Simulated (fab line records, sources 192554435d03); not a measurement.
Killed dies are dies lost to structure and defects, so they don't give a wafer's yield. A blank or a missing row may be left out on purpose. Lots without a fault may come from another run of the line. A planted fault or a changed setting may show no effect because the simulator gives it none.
Which tool did it? | flow n5_finfet | 11 lots, 31 wafers sampled, at 2 steps of a route of 1938

WHAT THE GAUGES READ, wafer by wafer
N5_BEOL_M11_CD_MEAS_35: target cd 70 nm.
lot  | measured     | on        | cd_nm (nm)
L817 | day 10 09:50 | cd_sem-01 | 70.8 71.2 69.5
L818 | day 10 22:34 | cd_sem-02 | 69.5 70.5 70.0
L820 | day 11 16:24 | cd_sem-01 | 69.4 70.1 68.4
L822 | day 11 21:13 | cd_sem-02 | 71.3 70.1 69.2
L823 | day 12 07:58 | cd_sem-03 | 69.9 71.6 71.0
L824 | day 12 17:34 | cd_sem-01 | 70.2 70.3 70.2
L828 | day 13 15:10 | cd_sem-02 | 69.8 71.5 70.4
L832 | day 14 18:04 | cd_sem-01 | 68.9 70.7
L831 | day 15 04:10 | cd_sem-02 | 71.6 71.5 71.4
L834 | day 15 04:26 | cd_sem-03 | 69.0 70.5
L833 | day 15 11:56 | cd_sem-02 | 69.4 68.7 69.3

WHICH TOOL RAN EACH LOT (tool, then ch and the chambers of the sampled wafers, then the start)
lot  | N5_BEOL_M11_PECVD_70
L817 | pecvd-01 ch 1,2, day 10 05:28
L818 | pecvd-04 ch 0,1, day 10 18:16
L820 | pecvd-02 ch 1,2, day 11 10:20
L822 | pecvd-01 ch 0,1,2, day 11 15:34
L823 | pecvd-02 ch 0,1,2, day 12 05:08
L824 | pecvd-04 ch 0,1, day 12 12:43
L828 | pecvd-02 ch 0,2, day 13 12:07
L832 | pecvd-01 ch 1,2, day 14 14:38
L831 | pecvd-02 ch 0,2, day 15 00:28
L834 | pecvd-01 ch 0,2, day 15 00:34
L833 | pecvd-01 ch 1,2, day 15 06:28
- N5_BEOL_M11_PECVD_70: deposits SiO2 from TEOS/O2, target thk 20 nm, time 22.7 s.

WHAT THE TOOLS THEMSELVES READ (means of the sampled wafers that have a number; where no wafer has one, the mark that the record gives instead)
N5_BEOL_M11_PECVD_70.
lot  | tool     | heater_power_w (W) | showerhead_plenum_p_Torr (Torr) | susceptor_temp_C (C) | throttle_valve_pct (%)
L817 | pecvd-01 | 659                | 8.81                            | 399.83               | 21.8
L818 | pecvd-04 | 750                | 8.81                            | 400.00               | 24.2
L820 | pecvd-02 | 638                | 8.81                            | 400.00               | 20.8
L822 | pecvd-01 | 821                | 8.81                            | 400.05               | 21.8
L823 | pecvd-02 | 692                | 8.81                            | 399.89               | 21.2
L824 | pecvd-04 | 747                | 8.82                            | 399.97               | 24.2
L828 | pecvd-02 | 855                | 8.81                            | 400.04               | 21.7
L832 | pecvd-01 | 684                | 8.81                            | 399.83               | 22.3
L831 | pecvd-02 | 844                | 8.80                            | 399.84               | 22.1
L834 | pecvd-01 | 824                | 8.79                            | 400.00               | 21.4
L833 | pecvd-01 | 724                | 8.82                            | 399.87               | 22.7

THE ANSWER, worked out from the rows above alone
Rule: what is usual is taken from the lots themselves. Put in order of their means at a reading, lots are off if they are a third of the lots or fewer, leave a main group of 4 or more, and stand apart from it by a gap of 3 or more times the standard deviation of the main group's means; of several such gaps the widest counts. A main group whose means are all the same, to the digits that the tables above print for the reading, isn't used. A lot without any number at a reading at which 4 lots or more have one is off too. The other lots that the step has rows for count as sound. The gauges are gone through in route order, then the tools' own readings, and for those a lot's mean is taken as printed above. The first step at which some lot is off is used, and at that step the reading that is off furthest; a lot without a number counts as furthest.
No lot is off at any reading shown: from this, nothing can be told.

WHAT THE SIMULATOR HAD PUT IN
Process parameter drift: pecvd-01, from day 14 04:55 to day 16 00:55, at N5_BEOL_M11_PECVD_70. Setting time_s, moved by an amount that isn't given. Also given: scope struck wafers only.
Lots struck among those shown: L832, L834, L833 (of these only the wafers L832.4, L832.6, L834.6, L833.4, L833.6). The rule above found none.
